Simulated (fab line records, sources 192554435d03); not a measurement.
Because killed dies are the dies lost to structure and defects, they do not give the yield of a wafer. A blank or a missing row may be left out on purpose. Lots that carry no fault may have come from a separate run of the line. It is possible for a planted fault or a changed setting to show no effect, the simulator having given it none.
Lot-split experiment | flow n5 finfet | 21 wafers read across 7 lots, on a route 1938 steps long

## ABOUT THE SPLIT
At N5_BEOL_M5_DEP_56 (deposits SiCN from 3MS/NH3, target thk 8 nm, time 14 s), the setting time s was moved away from the recipe's 14 s on 7 of the 21 wafers read, by -10.4% to +14.8%. This setting was run at the recipe's value on the other wafers.

The reading is taken at the split's own step.

## THE READING
SiCN_of_BEOL_M5_DEP_56.thk nm (the simulator's own value, which no gauge read), in nm, at N5_BEOL_M5_DEP_56 (deposits SiCN from 3MS/NH3, target thk 8 nm, time 14 s). The file gives no usual value for it. Across the 14 wafers here that went through the recipe, the average is 8.1 nm and the standard deviation 0.15 nm.

wafer  | tool, chamber at the split | time s as run, s | against the recipe | SiCN_of_BEOL_M5_DEP_56.thk nm, nm | against lot-mates on the recipe
L075.1 | pecvd-03, 1                | 14               | recipe             | 7.8                               | -
L075.5 | pecvd-03, 0                | 14               | recipe             | 8.2                               | -
L075.6 | pecvd-03, 1                | 14               | recipe             | 8                                 | -
L078.3 | pecvd-03, 0                | 13.16            | -6.0%              | 7.6                               | -0.4
L078.5 | pecvd-03, 0                | 13.16            | -6.0%              | 7.8                               | -0.2
L078.6 | pecvd-03, 1                | 14               | recipe             | 8                                 | -
L079.2 | pecvd-04, 2                | 14               | recipe             | 8                                 | -
L079.4 | pecvd-04, 2                | 14               | recipe             | 8                                 | -
L079.6 | pecvd-04, 0                | 16.07            | +14.8%             | 9.4                               | +1.4
L085.1 | pecvd-04, 0                | 14               | recipe             | 8                                 | -
L085.2 | pecvd-04, 1,2              | 12.55            | -10.4%             | 7.2                               | -0.8
L085.3 | pecvd-04, 1,2              | 12.55            | -10.4%             | 7.2                               | -0.8
L091.3 | pecvd-04, 2                | 15.18            | +8.4%              | 8.6                               | +0.5
L091.4 | pecvd-04, 1                | 14               | recipe             | 8                                 | -
L091.5 | pecvd-04, 0                | 14               | recipe             | 8.2                               | -
L093.3 | pecvd-04, 0                | 14               | recipe             | 8.2                               | -
L093.4 | pecvd-04, 0                | 14               | recipe             | 8.2                               | -
L093.5 | pecvd-04, 1                | 12.87            | -8.1%              | 7.4                               | -0.8
L092.2 | pecvd-03, 2                | 14               | recipe             | 8                                 | -
L092.3 | pecvd-03, 0                | 14               | recipe             | 8.4                               | -
L092.5 | pecvd-03, 2                | 14               | recipe             | 8.2                               | -
Rows listing several chambers each stand for several wafers; the file does not say which wafer went through which chamber.

THE FIT
A straight line over all 21 wafers: SiCN_of_BEOL_M5_DEP_56.thk nm changes by +0.0816 nm for each +1% of time s; r = +0.96; the points scatter about the line by 0.14 nm.
The same after taking each lot's own level away (the mean of its wafers on the recipe; 21 wafers): +0.0808 nm for each +1%; r = +0.96; scatter 0.14 nm.
According to that fit, moving time s by its largest amount changes the reading by 1.2 nm.
Across the lots, their own levels run from 8.00 to 8.20 nm, a range of 1.4 times the standard deviation given above.
Hence the lot-to-lot level has little effect on the slope; both slopes agree.
Check: for one of the wafers moved furthest among these (+14.8%), held out of the fit, the line's prediction against its lot-mates is +1.06 nm. It came out at +1.4 nm against them.

## OTHER SPLITS ON THESE WAFERS
Before the reading, these wafers also passed through other splits. Each is held against what the fit with the lots' levels taken away leaves over:
other split on the same wafers              | wafers away from the commonest value | r with SiCN_of_BEOL_M5_DEP_56.thk nm (lot level and that fit taken away)
N5_BEOL_M0_SAQP_SPACER2_ALD_26 target thk a | 9                                    | +0.00
N5_BEOL_M2_DESCUM_33 time s                 | 9                                    | -0.02
N5_BEOL_M2_TRENCH_ETCH_37 time s            | 8                                    | -0.13
N5_BEOL_M2_SPUTTER_96 time s                | 2                                    | -0.02
N5_BEOL_M3_TRENCH_ETCH_37 source w          | 6                                    | -0.20
N5_BEOL_M4_ETCH_70 bias w                   | 9                                    | +0.05

## THE FILE'S OWN FIT
SiCN_of_BEOL_M5_DEP_56.thk nm changes by +0.0832 nm for each +1% of time s, r = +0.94.
